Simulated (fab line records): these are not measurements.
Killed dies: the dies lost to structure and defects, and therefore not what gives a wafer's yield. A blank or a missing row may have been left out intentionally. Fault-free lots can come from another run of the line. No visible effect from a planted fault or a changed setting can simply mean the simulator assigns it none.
Which tool was responsible? :: flow nand_harc :: Sampling: 24 lots, 72 wafers, 3 of 1302 route steps

WHAT THE GAUGES SHOWED, per wafer
NHARC_P_GATE_CD_MEAS_11 targets a cd of 1640 nm.
lot: L074
measured: day 4 09:35
on: cd_sem-01
cd_nm (nm): 1637.9 1642.7 1640.2

lot: L075
measured: day 4 20:50
on: cd_sem-03
cd_nm (nm): 1641.3 1641.8 1639.6

lot: L076
measured: day 5 05:51
on: cd_sem-02
cd_nm (nm): 1642.0 1644.7 1644.8

lot: L077
measured: day 5 19:04
on: cd_sem-03
cd_nm (nm): 1641.9 1636.4 1639.8

lot: L078
measured: day 6 00:50
on: cd_sem-01
cd_nm (nm): 1636.6 1641.2 1637.8

lot: L079
measured: day 6 09:23
on: cd_sem-01
cd_nm (nm): 1637.9 1642.5 1642.1

lot: L080
measured: day 7 04:20
on: cd_sem-01
cd_nm (nm): 1638.0 1637.9 1641.8

lot: L081
measured: day 7 11:54
on: cd_sem-03
cd_nm (nm): 1639.0 1637.9 1637.4

lot: L082
measured: day 7 19:23
on: cd_sem-03
cd_nm (nm): 1642.2 1643.0 1642.6

lot: L083
measured: day 8 12:49
on: cd_sem-03
cd_nm (nm): 1640.9 1638.2 1642.1

lot: L084
measured: day 8 12:59
on: cd_sem-03
cd_nm (nm): 1639.7 1642.4 1639.5

lot: L085
measured: day 9 00:17
on: cd_sem-03
cd_nm (nm): 1636.8 1639.9 1637.8

lot: L086
measured: day 9 08:13
on: cd_sem-01
cd_nm (nm): 1644.8 1641.4 1639.8

lot: L087
measured: day 9 14:55
on: cd_sem-03
cd_nm (nm): 1640.7 1640.8 1643.1

lot: L088
measured: day 10 15:18
on: cd_sem-03
cd_nm (nm): 1643.6 1641.8 1642.5

lot: L089
measured: day 10 15:08
on: cd_sem-01
cd_nm (nm): 1642.4 1644.6 1643.1

lot: L090
measured: day 11 19:02
on: cd_sem-03
cd_nm (nm): 1640.2 1640.5 1640.4

lot: L091
measured: day 11 18:52
on: cd_sem-03
cd_nm (nm): 1641.3 1640.4 1635.8

lot: L092
measured: day 12 07:23
on: cd_sem-03
cd_nm (nm): 1641.6 1639.1 1637.1

lot: L093
measured: day 12 07:32
on: cd_sem-02
cd_nm (nm): 1639.7 1636.5 1642.9

lot: L094
measured: day 12 23:20
on: cd_sem-01
cd_nm (nm): 1640.5 1640.8 1637.5

lot: L095
measured: day 13 03:23
on: cd_sem-01
cd_nm (nm): 1638.1 1637.0 1640.3

lot: L096
measured: day 13 16:55
on: cd_sem-01
cd_nm (nm): 1639.4 1638.2 1643.8

lot: L097
measured: day 13 16:46
on: cd_sem-02
cd_nm (nm): 1637.6 1641.2 1642.8

NHARC_P_GATE_OVL_MEAS_27.
lot: L074
measured: day 5 00:22
on: overlay-01
overlay_x_nm (nm): 1.7 1.7 1.3
overlay_y_nm (nm): -0.8 -0.9 -1.1

lot: L075
measured: day 5 11:13
on: overlay-02
overlay_x_nm (nm): -1.6 -1.1 -1.7
overlay_y_nm (nm): -2.3 -2.0 -1.6

lot: L076
measured: day 5 20:22
on: overlay-01
overlay_x_nm (nm): 0.6 1.4 0.8
overlay_y_nm (nm): -0.4 0.4 -1.0

lot: L077
measured: day 6 12:36
on: overlay-01
overlay_x_nm (nm): -0.4 -0.8 -0.3
overlay_y_nm (nm): -0.5 -0.3 -0.7

lot: L078
measured: day 6 16:30
on: overlay-01
overlay_x_nm (nm): 0.3 0.7 0.3
overlay_y_nm (nm): 1.8 1.6 0.8

lot: L079
measured: day 6 23:42
on: overlay-01
overlay_x_nm (nm): -0.3 -1.1 -0.4
overlay_y_nm (nm): -0.2 0.3 -0.2

lot: L080
measured: day 7 19:31
on: overlay-02
overlay_x_nm (nm): 1.3 1.2 0.7
overlay_y_nm (nm): 0.7 0.6 0.5

lot: L081
measured: day 8 02:00
on: overlay-01
overlay_x_nm (nm): 1.0 0.9 1.5
overlay_y_nm (nm): -1.8 -1.6 -1.3

lot: L082
measured: day 8 10:07
on: overlay-01
overlay_x_nm (nm): 0.4 0.5 0.4
overlay_y_nm (nm): -0.8 -0.5 -0.3

lot: L083
measured: day 9 03:00
on: overlay-01
overlay_x_nm (nm): -0.6 -0.2 -0.3
overlay_y_nm (nm): -0.6 0.2 -0.2

lot: L084
measured: day 9 04:13
on: overlay-02
overlay_x_nm (nm): -2.5 -1.8 -1.5
overlay_y_nm (nm): 1.0 0.4 1.2

lot: L085
measured: day 9 14:17
on: overlay-01
overlay_x_nm (nm): 0.0 -0.9 -0.7
overlay_y_nm (nm): 0.2 -0.1 0.4

lot: L086
measured: day 9 22:16
on: overlay-01
overlay_x_nm (nm): -1.2 -1.5 -1.1
overlay_y_nm (nm): 1.2 0.8 1.0

lot: L087
measured: day 10 06:11
on: overlay-02
overlay_x_nm (nm): 1.0 0.7 0.4
overlay_y_nm (nm): 1.0 0.5 0.4

lot: L088
measured: day 11 06:13
on: overlay-02
overlay_x_nm (nm): -0.1 -0.5 -0.3
overlay_y_nm (nm): 0.1 -0.5 0.7

lot: L089
measured: day 11 07:05
on: overlay-02
overlay_x_nm (nm): -1.4 -1.1 -1.0
overlay_y_nm (nm): 0.3 0.3 0.6

lot: L090
measured: day 12 09:12
on: overlay-01
overlay_x_nm (nm): -0.9 -0.7 -1.3
overlay_y_nm (nm): 0.4 0.7 0.5

lot: L091
measured: day 12 09:04
on: overlay-02
overlay_x_nm (nm): 0.0 0.2 -0.6
overlay_y_nm (nm): -0.7 -0.4 -0.9

lot: L092
measured: day 12 22:32
on: overlay-02
overlay_x_nm (nm): -1.0 -0.9 -0.5
overlay_y_nm (nm): 1.5 1.6 1.5

lot: L093
measured: day 12 21:44
on: overlay-02
overlay_x_nm (nm): -1.3 -1.7 -1.5
overlay_y_nm (nm): 0.5 0.4 0.9

lot: L094
measured: day 13 13:40
on: overlay-01
overlay_x_nm (nm): -0.6 -1.1 -0.6
overlay_y_nm (nm): -0.7 0.1 -0.3

lot: L095
measured: day 14 01:32
on: overlay-02
overlay_x_nm (nm): 1.7 1.2 1.6
overlay_y_nm (nm): -0.6 -0.7 -1.1

lot: L096
measured: day 14 06:55
on: overlay-02
overlay_x_nm (nm): -1.5 -0.8 -1.5
overlay_y_nm (nm): 0.4 -0.1 0.4

lot: L097
measured: day 14 07:32
on: overlay-02
overlay_x_nm (nm): 0.4 0.4 0.4
overlay_y_nm (nm): 0.7 0.7 0.3

TOOL THAT RAN EACH LOT (tool first, then ch and the chambers of the sampled wafers, then the start)
lot: L074
NHARC_P_ZERO_WELL_DESCUM_13: rie_diel-04 ch 1,2, day 1 21:32

lot: L075
NHARC_P_ZERO_WELL_DESCUM_13: rie_diel-04 ch 0,1,2, day 2 07:32

lot: L076
NHARC_P_ZERO_WELL_DESCUM_13: rie_diel-04 ch 1,2,3, day 2 17:17

lot: L077
NHARC_P_ZERO_WELL_DESCUM_13: rie_diel-12 ch 1,2, day 3 03:32

lot: L078
NHARC_P_ZERO_WELL_DESCUM_13: rie_diel-04 ch 2,3, day 3 13:17

lot: L079
NHARC_P_ZERO_WELL_DESCUM_13: rie_diel-12 ch 0,1,2, day 3 23:26

lot: L080
NHARC_P_ZERO_WELL_DESCUM_13: rie_diel-04 ch 1,2, day 4 09:24

lot: L081
NHARC_P_ZERO_WELL_DESCUM_13: rie_diel-04 ch 2,3, day 4 19:17

lot: L082
NHARC_P_ZERO_WELL_DESCUM_13: rie_diel-12 ch 0,1, day 5 05:16

lot: L083
NHARC_P_ZERO_WELL_DESCUM_13: rie_diel-05 ch 0,1,3, day 5 15:25

lot: L084
NHARC_P_ZERO_WELL_DESCUM_13: rie_diel-05 ch 0,1, day 6 01:25

lot: L085
NHARC_P_ZERO_WELL_DESCUM_13: rie_diel-12 ch 1,2,3, day 6 11:25

lot: L086
NHARC_P_ZERO_WELL_DESCUM_13: rie_diel-12 ch 0,1, day 6 21:25

lot: L087
NHARC_P_ZERO_WELL_DESCUM_13: rie_diel-04 ch 0,1,3, day 7 07:25

lot: L088
NHARC_P_ZERO_WELL_DESCUM_13: rie_diel-05 ch 0,1,3, day 7 17:25

lot: L089
NHARC_P_ZERO_WELL_DESCUM_13: rie_diel-04 ch 0,1,3, day 8 03:16

lot: L090
NHARC_P_ZERO_WELL_DESCUM_13: rie_diel-05 ch 2,3, day 8 13:16

lot: L091
NHARC_P_ZERO_WELL_DESCUM_13: rie_diel-05 ch 0,1,2, day 8 23:23

lot: L092
NHARC_P_ZERO_WELL_DESCUM_13: rie_diel-12 ch 0,1,3, day 9 09:25

lot: L093
NHARC_P_ZERO_WELL_DESCUM_13: rie_diel-04 ch 1,2,3, day 9 19:29

lot: L094
NHARC_P_ZERO_WELL_DESCUM_13: rie_diel-04 ch 2,3, day 10 05:25

lot: L095
NHARC_P_ZERO_WELL_DESCUM_13: rie_diel-04 ch 0,2,3, day 10 15:24

lot: L096
NHARC_P_ZERO_WELL_DESCUM_13: rie_diel-05 ch 0,2, day 11 01:25

lot: L097
NHARC_P_ZERO_WELL_DESCUM_13: rie_diel-12 ch 0,2,3, day 11 11:22
- NHARC_P_ZERO_WELL_DESCUM_13: chemistry O2, time 3 s.

WHAT THE TOOLS THEMSELVES READ (means of the sampled wafers that have a number; where no wafer has one, the mark that the record gives instead)
NHARC_P_ZERO_WELL_DESCUM_13.
lot: L074
tool: rie_diel-04
drypump_motor_current_A (A): 6.03
oes_product_au (a.u.): 1.009
rf_vpp_V (V): 59.0
showerhead_plenum_p_Torr (Torr): 2.04
throttle_valve_pct (%): 11.299

lot: L075
tool: rie_diel-04
drypump_motor_current_A (A): 5.91
oes_product_au (a.u.): 1.004
rf_vpp_V (V): 58.2
showerhead_plenum_p_Torr (Torr): 2.01
throttle_valve_pct (%): 11.308

lot: L076
tool: rie_diel-04
drypump_motor_current_A (A): 5.78
oes_product_au (a.u.): 1.014
rf_vpp_V (V): 58.0
showerhead_plenum_p_Torr (Torr): 1.99
throttle_valve_pct (%): 11.312

lot: L077
tool: rie_diel-12
drypump_motor_current_A (A): 5.82
oes_product_au (a.u.): 1.001
rf_vpp_V (V): 57.5
showerhead_plenum_p_Torr (Torr): 1.95
throttle_valve_pct (%): 11.306

lot: L078
tool: rie_diel-04
drypump_motor_current_A (A): 6.00
oes_product_au (a.u.): 1.015
rf_vpp_V (V): 57.9
showerhead_plenum_p_Torr (Torr): 2.01
throttle_valve_pct (%): 11.308

lot: L079
tool: rie_diel-12
drypump_motor_current_A (A): 5.81
oes_product_au (a.u.): 0.990
rf_vpp_V (V): 58.3
showerhead_plenum_p_Torr (Torr): 1.93
throttle_valve_pct (%): 11.313

lot: L080
tool: rie_diel-04
drypump_motor_current_A (A): 5.81
oes_product_au (a.u.): 1.000
rf_vpp_V (V): 57.8
showerhead_plenum_p_Torr (Torr): 2.01
throttle_valve_pct (%): 11.315

lot: L081
tool: rie_diel-04
drypump_motor_current_A (A): 5.81
oes_product_au (a.u.): 1.007
rf_vpp_V (V): 57.2
showerhead_plenum_p_Torr (Torr): 1.96
throttle_valve_pct (%): 11.319

lot: L082
tool: rie_diel-12
drypump_motor_current_A (A): 5.83
oes_product_au (a.u.): 1.006
rf_vpp_V (V): 58.4
showerhead_plenum_p_Torr (Torr): 1.93
throttle_valve_pct (%): 11.305

lot: L083
tool: rie_diel-05
drypump_motor_current_A (A): 5.74
oes_product_au (a.u.): 0.999
rf_vpp_V (V): 58.4
showerhead_plenum_p_Torr (Torr): 1.86
throttle_valve_pct (%): 11.314

lot: L084
tool: rie_diel-05
drypump_motor_current_A (A): 5.62
oes_product_au (a.u.): 1.007
rf_vpp_V (V): 57.3
showerhead_plenum_p_Torr (Torr): 1.87
throttle_valve_pct (%): 11.318

lot: L085
tool: rie_diel-12
drypump_motor_current_A (A): 5.73
oes_product_au (a.u.): 0.991
rf_vpp_V (V): 57.7
showerhead_plenum_p_Torr (Torr): 1.91
throttle_valve_pct (%): 11.319

lot: L086
tool: rie_diel-12
drypump_motor_current_A (A): 5.84
oes_product_au (a.u.): 0.993
rf_vpp_V (V): 58.5
showerhead_plenum_p_Torr (Torr): 1.92
throttle_valve_pct (%): 11.306

lot: L087
tool: rie_diel-04
drypump_motor_current_A (A): 5.71
oes_product_au (a.u.): 1.008
rf_vpp_V (V): 57.0
showerhead_plenum_p_Torr (Torr): 1.94
throttle_valve_pct (%): 11.312

lot: L088
tool: rie_diel-05
drypump_motor_current_A (A): 5.74
oes_product_au (a.u.): 0.998
rf_vpp_V (V): 57.7
showerhead_plenum_p_Torr (Torr): 1.86
throttle_valve_pct (%): 11.306

lot: L089
tool: rie_diel-04
drypump_motor_current_A (A): 5.68
oes_product_au (a.u.): 1.013
rf_vpp_V (V): 57.0
showerhead_plenum_p_Torr (Torr): 1.94
throttle_valve_pct (%): 11.314

lot: L090
tool: rie_diel-05
drypump_motor_current_A (A): 5.87
oes_product_au (a.u.): 0.979
rf_vpp_V (V): 57.5
showerhead_plenum_p_Torr (Torr): 1.89
throttle_valve_pct (%): 11.313

lot: L091
tool: rie_diel-05
drypump_motor_current_A (A): 5.84
oes_product_au (a.u.): 0.991
rf_vpp_V (V): 58.5
showerhead_plenum_p_Torr (Torr): 1.88
throttle_valve_pct (%): 11.321

lot: L092
tool: rie_diel-12
drypump_motor_current_A (A): 5.76
oes_product_au (a.u.): 0.984
rf_vpp_V (V): 58.2
showerhead_plenum_p_Torr (Torr): 1.88
throttle_valve_pct (%): 11.311

lot: L093
tool: rie_diel-04
drypump_motor_current_A (A): 5.79
oes_product_au (a.u.): 1.002
rf_vpp_V (V): 58.0
showerhead_plenum_p_Torr (Torr): 1.98
throttle_valve_pct (%): 11.310

lot: L094
tool: rie_diel-04
drypump_motor_current_A (A): 5.77
oes_product_au (a.u.): 1.005
rf_vpp_V (V): 58.1
showerhead_plenum_p_Torr (Torr): 1.95
throttle_valve_pct (%): 11.310

lot: L095
tool: rie_diel-04
drypump_motor_current_A (A): 5.89
oes_product_au (a.u.): 1.001
rf_vpp_V (V): 57.7
showerhead_plenum_p_Torr (Torr): 1.96
throttle_valve_pct (%): 11.311

lot: L096
tool: rie_diel-05
drypump_motor_current_A (A): 5.64
oes_product_au (a.u.): 0.996
rf_vpp_V (V): 58.1
showerhead_plenum_p_Torr (Torr): 1.89
throttle_valve_pct (%): 11.309

lot: L097
tool: rie_diel-12
drypump_motor_current_A (A): 5.75
oes_product_au (a.u.): 0.987
rf_vpp_V (V): 57.8
showerhead_plenum_p_Torr (Torr): 1.87
throttle_valve_pct (%): 11.306

THE ANSWER, worked out from the rows above alone
Rule: what is usual is taken from the lots themselves. The widest of any qualifying gaps counts: lots, ordered by their means at a reading, are off when they make up no more than a third of the lots, leave a main group of 4 or more, and stand apart from it by 3 or more times the standard deviation of that group's means. Not used: any main group whose means are identical at the precision the tables above print for the reading. A lot without any number at a reading at which 4 lots or more have one is off too. All remaining lots with rows at the step are treated as sound. After the gauges, taken in route order, come the tools' own readings; for these a lot's mean is taken, as printed above. At the first step where some lot is off, the reading lying furthest off is the one used; lots without a number count as furthest.
None of the lots is off at any reading shown; this tells nothing.

WHAT WAS PUT IN BY THE SIMULATOR
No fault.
